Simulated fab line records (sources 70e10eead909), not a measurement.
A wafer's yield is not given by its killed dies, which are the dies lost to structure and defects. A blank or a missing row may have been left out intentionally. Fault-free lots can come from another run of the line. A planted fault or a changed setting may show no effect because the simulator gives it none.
Which tool was responsible? :: flow nandHarc :: Sampling: 15 lots, 45 wafers, 2 of 1302 route steps

WHAT THE GAUGES READ, wafer by wafer
NHARC_A_CHANNEL_HOLE_D1_CD_MEAS_30. Usual: cdNm at 89.7 nm, with a standard deviation of 1.3.
lot: L759
measured: day 9 00:37
on: cdSem-01
cdNm (nm): 89.1 86.6 85.9
flag: 

lot: L761
measured: day 9 18:14
on: cdSem-01
cdNm (nm): 90.3 89.3 88.8
flag: 

lot: L760
measured: day 9 18:49
on: cdSem-02
cdNm (nm): 89.9 90.9 90.7
flag: 

lot: L765
measured: day 11 05:29
on: cdSem-02
cdNm (nm): 91.0 87.5 88.7
flag: 

lot: L766
measured: day 11 23:02
on: cdSem-03
cdNm (nm): 90.2 90.3 90.7
flag: 

lot: L767
measured: day 12 04:29
on: cdSem-02
cdNm (nm): 89.7 90.1 91.3
flag: 

lot: L768
measured: day 12 08:38
on: cdSem-02
cdNm (nm): 87.8 89.4 89.7
flag: 

lot: L771
measured: day 14 06:44
on: cdSem-03
cdNm (nm): 89.7 91.5 91.0
flag: 

lot: L774
measured: day 14 20:11
on: cdSem-03
cdNm (nm): 89.9 88.6 88.5
flag: 

lot: L776
measured: day 16 01:54
on: cdSem-01
cdNm (nm): 89.5 90.2 89.5
flag: 

lot: L777
measured: day 16 04:05
on: cdSem-03
cdNm (nm): 90.5 89.8 89.7
flag: 

lot: L778
measured: day 16 15:03
on: cdSem-02
cdNm (nm): 87.7 89.3 90.7
flag: 

lot: L779
measured: day 17 06:13
on: cdSem-03
cdNm (nm): 90.5 90.8 90.9
flag: 

lot: L780
measured: day 17 18:07
on: cdSem-03
cdNm (nm): 89.1 90.0 89.7
flag: 

lot: L782
measured: day 18 14:34
on: cdSem-02
cdNm (nm): 90.1 89.1 89.2
flag: 

WHAT TOOL EACH LOT RAN ON (gives the tool, then ch and the chambers of the sampled wafers, and finally the start)
lot: L759
NHARC_A_CHANNEL_HOLE_D1_ETCH_33: harEtch-01 ch 0, day 8 22:56

lot: L761
NHARC_A_CHANNEL_HOLE_D1_ETCH_33: harEtch-02 ch 0,1, day 9 16:16

lot: L760
NHARC_A_CHANNEL_HOLE_D1_ETCH_33: harEtch-01 ch 1, day 9 17:07

lot: L765
NHARC_A_CHANNEL_HOLE_D1_ETCH_33: harEtch-01 ch 0,1, day 11 03:56

lot: L766
NHARC_A_CHANNEL_HOLE_D1_ETCH_33: harEtch-01 ch 0,1, day 11 21:29

lot: L767
NHARC_A_CHANNEL_HOLE_D1_ETCH_33: harEtch-02 ch 1, day 12 02:56

lot: L768
NHARC_A_CHANNEL_HOLE_D1_ETCH_33: harEtch-02 ch 0,1, day 12 07:08

lot: L771
NHARC_A_CHANNEL_HOLE_D1_ETCH_33: harEtch-01 ch 0,1, day 14 05:02

lot: L774
NHARC_A_CHANNEL_HOLE_D1_ETCH_33: harEtch-02 ch 0,1, day 14 18:19

lot: L776
NHARC_A_CHANNEL_HOLE_D1_ETCH_33: harEtch-01 ch 1, day 16 00:23

lot: L777
NHARC_A_CHANNEL_HOLE_D1_ETCH_33: harEtch-02 ch 0,1, day 16 02:32

lot: L778
NHARC_A_CHANNEL_HOLE_D1_ETCH_33: harEtch-02 ch 0,1, day 16 13:31

lot: L779
NHARC_A_CHANNEL_HOLE_D1_ETCH_33: harEtch-01 ch 0,1, day 17 04:42

lot: L780
NHARC_A_CHANNEL_HOLE_D1_ETCH_33: harEtch-01 ch 0,1, day 17 16:35

lot: L782
NHARC_A_CHANNEL_HOLE_D1_ETCH_33: harEtch-01 ch 0,1, day 18 13:03
- NHARC_A_CHANNEL_HOLE_D1_ETCH_33: etches the open film in C4F8/O2/Ar, time 90 s, target depth 400 nm.

AS READ BY THE TOOLS THEMSELVES (means over the sampled wafers that have a number; for cases with no such wafer, the mark the record gives instead)
NHARC_A_CHANNEL_HOLE_D1_ETCH_33. Usual: drypumpMotorCurrentA 6.05 A, standard deviation 0.23; heBacksideLeakSccm 6.2 sccm, standard deviation 0.86; mfcArSccm 375.2 sccm, standard deviation 0.89; showerheadPlenumPTorr 3.55 Torr, standard deviation 0.064; throttleValvePct 27.619 %, standard deviation 0.0096.
lot: L759
tool: harEtch-01
drypumpMotorCurrentA (A): 6.21
heBacksideLeakSccm (sccm): 5.1
mfcArSccm (sccm): 375.8
showerheadPlenumPTorr (Torr): 3.67
throttleValvePct (%): 27.619
flag: 

lot: L761
tool: harEtch-02
drypumpMotorCurrentA (A): 5.79
heBacksideLeakSccm (sccm): 6.9
mfcArSccm (sccm): 374.5
showerheadPlenumPTorr (Torr): 3.53
throttleValvePct (%): 27.610
flag: 

lot: L760
tool: harEtch-01
drypumpMotorCurrentA (A): 6.22
heBacksideLeakSccm (sccm): 5.4
mfcArSccm (sccm): 375.0
showerheadPlenumPTorr (Torr): 3.54
throttleValvePct (%): 27.616
flag: 

lot: L765
tool: harEtch-01
drypumpMotorCurrentA (A): 6.25
heBacksideLeakSccm (sccm): 5.5
mfcArSccm (sccm): 375.0
showerheadPlenumPTorr (Torr): 3.61
throttleValvePct (%): 27.619
flag: 

lot: L766
tool: harEtch-01
drypumpMotorCurrentA (A): 6.23
heBacksideLeakSccm (sccm): 5.4
mfcArSccm (sccm): 375.2
showerheadPlenumPTorr (Torr): 3.61
throttleValvePct (%): 27.620
flag: 

lot: L767
tool: harEtch-02
drypumpMotorCurrentA (A): 5.79
heBacksideLeakSccm (sccm): 6.9
mfcArSccm (sccm): 374.6
showerheadPlenumPTorr (Torr): 3.50
throttleValvePct (%): 27.626
flag: 

lot: L768
tool: harEtch-02
drypumpMotorCurrentA (A): 5.74
heBacksideLeakSccm (sccm): 6.9
mfcArSccm (sccm): 375.9
showerheadPlenumPTorr (Torr): 3.51
throttleValvePct (%): 27.617
flag: 

lot: L771
tool: harEtch-01
drypumpMotorCurrentA (A): 6.23
heBacksideLeakSccm (sccm): 5.5
mfcArSccm (sccm): 375.0
showerheadPlenumPTorr (Torr): 3.59
throttleValvePct (%): 27.627
flag: 

lot: L774
tool: harEtch-02
drypumpMotorCurrentA (A): 5.73
heBacksideLeakSccm (sccm): 7.4
mfcArSccm (sccm): 374.4
showerheadPlenumPTorr (Torr): 3.50
throttleValvePct (%): 27.611
flag: 

lot: L776
tool: harEtch-01
drypumpMotorCurrentA (A): 6.24
heBacksideLeakSccm (sccm): 5.7
mfcArSccm (sccm): 374.6
showerheadPlenumPTorr (Torr): 3.49
throttleValvePct (%): 27.627
flag: 

lot: L777
tool: harEtch-02
drypumpMotorCurrentA (A): 5.73
heBacksideLeakSccm (sccm): 7.6
mfcArSccm (sccm): 375.9
showerheadPlenumPTorr (Torr): 3.49
throttleValvePct (%): 27.621
flag: 

lot: L778
tool: harEtch-02
drypumpMotorCurrentA (A): 5.78
heBacksideLeakSccm (sccm): 7.3
mfcArSccm (sccm): 375.1
showerheadPlenumPTorr (Torr): 3.48
throttleValvePct (%): 27.615
flag: 

lot: L779
tool: harEtch-01
drypumpMotorCurrentA (A): 6.23
heBacksideLeakSccm (sccm): 6.0
mfcArSccm (sccm): 374.6
showerheadPlenumPTorr (Torr): 3.52
throttleValvePct (%): 27.613
flag: 

lot: L780
tool: harEtch-01
drypumpMotorCurrentA (A): 6.24
heBacksideLeakSccm (sccm): 5.8
mfcArSccm (sccm): 375.0
showerheadPlenumPTorr (Torr): 3.56
throttleValvePct (%): 27.622
flag: 

lot: L782
tool: harEtch-01
drypumpMotorCurrentA (A): 6.22
heBacksideLeakSccm (sccm): 6.7
mfcArSccm (sccm): 376.1
showerheadPlenumPTorr (Torr): 3.56
throttleValvePct (%): 27.615
flag: 

THE ANSWER, worked out from the rows above alone
Rule: lot off if the mean of its wafers having a number is beyond 3 standard deviations from the usual mean. A lot without any number at a reading at which 4 lots or more have one is off too. The other lots that the step has rows for count as sound. The gauges are gone through in route order, then the tools' own readings, and for those a lot's mean is taken as printed above. The first step at which some lot is off is used, and at that step the reading that is off furthest; a lot without a number counts as furthest.
None of the lots is off at any reading shown; this tells nothing.

WHAT THE SIMULATOR HAD INSERTED
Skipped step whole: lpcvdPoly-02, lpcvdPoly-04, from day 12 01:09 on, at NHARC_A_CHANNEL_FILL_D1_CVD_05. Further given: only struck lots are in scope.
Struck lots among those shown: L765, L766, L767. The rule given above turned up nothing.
